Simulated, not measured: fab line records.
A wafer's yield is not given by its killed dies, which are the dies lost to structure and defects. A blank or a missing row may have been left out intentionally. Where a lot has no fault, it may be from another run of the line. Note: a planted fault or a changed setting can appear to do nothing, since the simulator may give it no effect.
Split-lot experiment    flow n5_finfet    route with 1938 steps; 7 lots, 21 wafers read

## ABOUT THE SPLIT
At N5_ZERO_LAYER_PECVD_02 (deposits SiO2 from SiH4/N2O, target thk 10 nm, time 6 s), the setting time_s was moved away from the recipe's 6 s on 9 of the 21 wafers read, by -11.4% to +11.6%. This setting was run at the recipe's value on the other wafers.

The reading is taken at the split's own step.

## THE READING
SiO2_of_ZERO_LAYER_PECVD_02.thk_nm (the simulator's own value, which no gauge read), in nm, at N5_ZERO_LAYER_PECVD_02 (deposits SiO2 from SiH4/N2O, target thk 10 nm, time 6 s). The file gives no usual value for it. Here, 12 wafers ran the recipe; their average is 9.993 nm with a standard deviation of 0.17 nm.

wafer   tool, chamber at the split  time_s as run, s  against the recipe  SiO2_of_ZERO_LAYER_PECVD_02.thk_nm, nm  against lot-mates on the recipe
L075.1  pecvd-04, 0                 6                 recipe              9.875                                   -
L075.3  pecvd-04, 2                 6.697             +11.6%              11.05                                   +1.175
L075.4  pecvd-04, 0                 6.697             +11.6%              11.32                                   +1.445
L076.1  pecvd-04, 0                 6                 recipe              9.752                                   -
L076.2  pecvd-04, 2                 6                 recipe              9.946                                   -
L076.6  pecvd-04, 0                 6.672             +11.2%              11.2                                    +1.351
L081.1  pecvd-03, 0                 6                 recipe              10.27                                   -
L081.3  pecvd-03, 2                 6                 recipe              10.11                                   -
L081.6  pecvd-03, 2                 6                 recipe              10.3                                    -
L083.1  pecvd-03, 2                 6                 recipe              9.935                                   -
L083.3  pecvd-03, 0                 6                 recipe              10.08                                   -
L083.4  pecvd-03, 0                 6                 recipe              9.986                                   -
L086.1  pecvd-04, 2                 5.318             -11.4%              8.797                                   -1.106
L086.3  pecvd-04, 1                 6                 recipe              9.903                                   -
L086.5  pecvd-04, 1                 5.318             -11.4%              8.852                                   -1.051
L095.2  pecvd-03, 1                 5.545             -7.6%               8.802                                   -1.248
L095.5  pecvd-03, 0                 5.545             -7.6%               9.285                                   -0.765
L095.6  pecvd-03, 2                 6                 recipe              10.05                                   -
L096.2  pecvd-02, 0                 6                 recipe              9.706                                   -
L096.3  pecvd-02, 1                 5.468             -8.9%               9.076                                   -0.630
L096.6  pecvd-02, 0                 5.468             -8.9%               9.034                                   -0.672

THE FIT
A straight line over all 21 wafers: SiO2_of_ZERO_LAYER_PECVD_02.thk_nm changes by +0.106 nm for each +1% of time_s; r = +0.97; the points scatter about the line by 0.17 nm.
The same after taking each lot's own level away (the mean of its wafers on the recipe; 21 wafers): +0.105 nm for each +1%; r = +0.98; scatter 0.16 nm.
That fit puts the effect of the largest move of time_s on the reading at 1.2 nm.
From 9.7060 to 10.2267 nm: that is the span of the lots' own levels, equal to 3.0 times the standard deviation above.
Hence the lot-to-lot level has little effect on the slope; both slopes agree.
Check: for one of the wafers moved furthest among these (+11.6%), held out of the fit, the line's prediction against its lot-mates is +1.28 nm. Against them it came out at +1.18 nm.

## FILE'S OWN FIT
SiO2_of_ZERO_LAYER_PECVD_02.thk_nm changes by +0.106 nm for each +1% of time_s, r = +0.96.
